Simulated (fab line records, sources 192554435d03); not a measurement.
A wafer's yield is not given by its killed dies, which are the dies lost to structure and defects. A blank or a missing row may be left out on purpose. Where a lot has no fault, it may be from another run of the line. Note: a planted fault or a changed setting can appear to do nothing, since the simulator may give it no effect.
Which tool was responsible?	flow n5 finfet	12 lots, 33 wafers sampled, at 4 steps of a route of 1938

## WHAT EACH GAUGE READ, for each wafer
N5_BEOL_M5_OVL_MEAS_12.
lot	measured	on	M5_OVL (nm)
L384	day 8 16:30	overlay-01	-0.6 -0.5 0.3
L383	day 8 19:49	overlay-01	-0.2 0.4 0.5
L388	day 9 23:10	overlay-02	0.3 -1.1 -0.4
L390	day 9 23:29	overlay-02	1.2 -0.4 -0.6
L391	day 10 14:22	overlay-01	-0.6 -1.0 -0.7
L397	day 12 00:59	overlay-01	0.3 -0.2 1.3
L398	day 12 10:25	overlay-02	-0.4 -1.6 -1.3
L399	day 13 19:56	overlay-01	0.5 -0.5
L401	day 14 00:28	overlay-01	-0.5 -0.4
L402	day 14 04:33	overlay-01	0.2 0.2 0.8
L404	day 14 23:18	overlay-02	1.1 -0.1
L403	day 14 23:28	overlay-02	0.2 -0.7 -1.2

## WHAT TOOL EACH LOT RAN ON (gives the tool, then ch and the chambers of the sampled wafers, and finally the start)
lot	N5_BEOL_M4_SPUTTER_94	N5_BEOL_M4_CMP_52	N5_BEOL_M5_COAT_60
L384	pvd sputter-02, day 8 12:38	cmp-01 ch 1,2, day 8 13:20	litho track-01 ch 0, day 8 16:12
L383	pvd sputter-01, day 8 15:37	cmp-01 ch 0,1,2, day 8 16:25	litho track-02 ch 0, day 8 19:22
L388	pvd sputter-02, day 9 16:25	cmp-04 ch 1,3, day 9 17:08	litho track-02 ch 0, day 9 22:44
L390	pvd sputter-02, day 9 18:16	cmp-01 ch 0,2, day 9 19:02	litho track-02 ch 0, day 9 22:53
L391	pvd sputter-03, day 10 10:42	cmp-04 ch 1,2, day 10 11:27	litho track-02 ch 0, day 10 14:03
L397	pvd sputter-02, day 11 19:46	cmp-04 ch 0,2,3, day 11 20:28	litho track-04 ch 0, day 12 00:35
L398	pvd sputter-02, day 12 05:37	cmp-03 ch 0,2,3, day 12 06:20	litho track-01 ch 0, day 12 09:59
L399	pvd sputter-03, day 13 15:56	cmp-04 ch 0,1, day 13 16:40	litho track-01 ch 0, day 13 19:28
L401	pvd sputter-01, day 13 18:39	cmp-04 ch 1,2, day 13 19:26	litho track-02 ch 0, day 14 00:10
L402	pvd sputter-02, day 13 23:38	cmp-01 ch 1,3, day 14 00:21	litho track-02 ch 0, day 14 04:08
L404	pvd sputter-02, day 14 19:00	cmp-01 ch 1,2, day 14 19:46	litho track-02 ch 0, day 14 22:53
L403	pvd sputter-03, day 14 19:18	cmp-03 ch 1,2,3, day 14 20:35	litho track-01 ch 0, day 14 22:58
- N5_BEOL_M4_SPUTTER_94: material Cu, target thk 4.5 nm, time 8.29 s.
- N5_BEOL_M4_CMP_52: polishes, stops on SiOC, t overpolish 6.8 s, target thk 40 nm.
- N5_BEOL_M5_COAT_60: time 60 s, resist thk 12 nm.

## WHAT THE TOOLS THEMSELVES READ (means of the sampled wafers that have a number; where no wafer has one, the mark that the record gives instead)
N5_BEOL_M4_SPUTTER_94.
lot	tool	throttle valve pct (%)
L384	pvd sputter-02	29.2
L383	pvd sputter-01	30.7
L388	pvd sputter-02	28.9
L390	pvd sputter-02	29.0
L391	pvd sputter-03	30.9
L397	pvd sputter-02	29.0
L398	pvd sputter-02	28.9
L399	pvd sputter-03	30.3
L401	pvd sputter-01	31.3
L402	pvd sputter-02	29.3
L404	pvd sputter-02	28.8
L403	pvd sputter-03	31.1

N5_BEOL_M4_CMP_52.
lot	tool	barrier field endpoint s (s)	clearing platen rpm (rpm)	motor current A (A)	overpolish run s (s)	time to endpoint s (s)
L384	cmp-01	24.7	49.983	5.7	6.796	64.9
L383	cmp-01	23.7	49.999	5.5	6.792	62.3
L388	cmp-04	24.1	49.990	6.5	6.798	57.5
L390	cmp-01	24.5	50.029	5.1	6.802	61.5
L391	cmp-04	23.8	49.995	6.8	6.792	59.9
L397	cmp-04	24.0	50.001	6.3	6.803	58.6
L398	cmp-03	24.8	50.019	5.8	6.800	60.4
L399	cmp-04	24.8	49.996	6.1	6.796	63.0
L401	cmp-04	23.8	50.019	6.8	6.803	55.7
L402	cmp-01	25.9	50.004	6.2	6.799	66.0
L404	cmp-01	24.1	49.995	5.6	6.803	62.1
L403	cmp-03	24.1	50.008	6.2	6.801	61.5

N5_BEOL_M5_COAT_60.
lot	tool	spin speed rpm (rpm)
L384	litho track-01	1500.3
L383	litho track-02	1499.9
L388	litho track-02	1500.2
L390	litho track-02	1555.0
L391	litho track-02	1557.3
L397	litho track-04	1500.1
L398	litho track-01	1500.2
L399	litho track-01	1499.7
L401	litho track-02	1500.3
L402	litho track-02	1499.3
L404	litho track-02	1499.4
L403	litho track-01	1499.8

## THE ANSWER, worked out from the rows above alone
Rule: the lots themselves supply what counts as usual. The widest of any qualifying gaps counts: lots, ordered by their means at a reading, are off when they make up no more than a third of the lots, leave a main group of 4 or more, and stand apart from it by 3 or more times the standard deviation of that group's means. Not used: any main group whose means are identical at the precision the tables above print for the reading. Also off: a lot with no number at a reading for which 4 or more lots have one. Where the step has rows for the other lots, those lots are counted as sound. The gauges are gone through in route order, then the tools' own readings, and for those a lot's mean is taken as printed above. At the first step where some lot is off, the reading lying furthest off is the one used; lots without a number count as furthest.
Off, at N5_BEOL_M5_COAT_60 on spin speed rpm: L390, L391. Main group: mean 1499.9 rpm, sd 0.35.
A tool fits if, at that step or a process step before it, it ran every lot that is off, and no sound lot after the first of them. Of those tried, none fits.

## WHAT THE SIMULATOR HAD INSERTED
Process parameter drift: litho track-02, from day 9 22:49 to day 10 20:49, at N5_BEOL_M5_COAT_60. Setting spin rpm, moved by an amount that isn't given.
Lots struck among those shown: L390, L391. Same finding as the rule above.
